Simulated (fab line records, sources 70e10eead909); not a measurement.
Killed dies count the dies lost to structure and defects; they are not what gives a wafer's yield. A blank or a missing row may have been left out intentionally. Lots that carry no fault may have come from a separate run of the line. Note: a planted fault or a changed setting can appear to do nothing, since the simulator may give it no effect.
Comparing a struck lot with a sound one / flow nandHarc / 15 steps out of a route of 1159
Sound: wafers L645.1, L645.2, L645.4. Struck: wafer L656.2. (L656.1 of the same lot was not struck and is left out.) The cause comes at the end.
For every step that has rows: the tool of each side, followed by ch and its chambers, followed by its first start. Under that, the readings that differ: sound wafers / struck wafers / difference of the means / sigmas: that difference in standard deviations of wafers without a fault.
alike: readings whose means differ by less than 2 such deviations, and words and numbers that are the same on both sides. not compared: withheld readings, readings that some wafer has no value for, bounds like >300 that may hide the same value, and numbers for which the record gives no deviation and whose values overlap.
The two part at a step that has a row with sigmas, a row that says differs or no value, or rows on one side only. Numbers that don't overlap but have no deviation are shown without sigmas and don't part them. A reading that every wafer of one side lacks parts them only if that side has two wafers or more.

first, 1 step without rows for these wafers: NHARC_A_ONON_D1_DEP_09 (target thk 1000 nm).
NHARC_A_ONON_D1_THK_MEAS_11: measures by ellipsometry.
  sound on filmMetro-02 at day 8 23:03; struck on filmMetro-02 at day 11 21:44
  alike: thkNm
after that, 1 step with no rows for these wafers: NHARC_A_ONON_D1_DEP_12 (target thk 1000 nm).
NHARC_A_ONON_D1_THK_MEAS_14: measures by ellipsometry.
  sound on filmMetro-01 at day 8 23:37; struck on filmMetro-02 at day 11 22:19
  alike: thkNm
then, 2 steps without rows for these wafers: NHARC_A_ONON_D1_ANNEAL_15 (time 3600 s); NHARC_A_ONON_D1_DEP_16 (target thk 1000 nm).
NHARC_A_ONON_D1_THK_MEAS_18: measures by ellipsometry.
  sound on filmMetro-02 at day 9 06:41; struck on filmMetro-01 at day 12 05:23
  alike: thkNm
after that, 1 step with no rows for these wafers: NHARC_A_ONON_D1_DEP_19 (target thk 1000 nm).
NHARC_A_ONON_D1_THK_MEAS_21: measures by ellipsometry.
  sound on filmMetro-02 at day 9 07:15; struck on filmMetro-01 at day 12 05:57
  alike: thkNm
after that, 1 step with no rows for these wafers: NHARC_A_ONON_D1_DEP_22 (target thk 1000 nm).
NHARC_A_ONON_D1_THK_MEAS_24: measures by ellipsometry.
  sound on filmMetro-02 at day 9 07:49; struck on filmMetro-01 at day 12 06:32
reading=thkNm (nm); sound=999 1000 1000; struck=979; difference=-21; sigmas=-2
NHARC_A_ONON_D1_DEP_25: target thk 1000 nm.
  sound on pecvdOnon-04 ch 0, day 9 07:53; struck on pecvdOnon-04 ch 0, day 12 06:35
NHARC_A_ONON_D1_THK_MEAS_27: measures by ellipsometry.
  sound on filmMetro-01 at day 9 08:23; struck on filmMetro-01 at day 12 07:06
reading=thkNm (nm); sound=995 995 998; struck=1397; difference=+401; sigmas=+43
after that, 1 step with no rows for these wafers: NHARC_A_ONON_D1_DEP_28 (target thk 1000 nm).
-- record jumps: 12 days between struck wafers' starts before vs after; left off in module A_ONON_D1, resumes in module END, first step shown is number 1159 of the route --
NHARC_END_SORT_01:
  only the struck wafers appear in the record here, on prober-02 ch 0 at day 24 04:55; the sound ones have no rows

WHERE THEY PART
First at NHARC_A_ONON_D1_THK_MEAS_24; last, within this record, at NHARC_END_SORT_01.

WHY: what had been put in by the simulator
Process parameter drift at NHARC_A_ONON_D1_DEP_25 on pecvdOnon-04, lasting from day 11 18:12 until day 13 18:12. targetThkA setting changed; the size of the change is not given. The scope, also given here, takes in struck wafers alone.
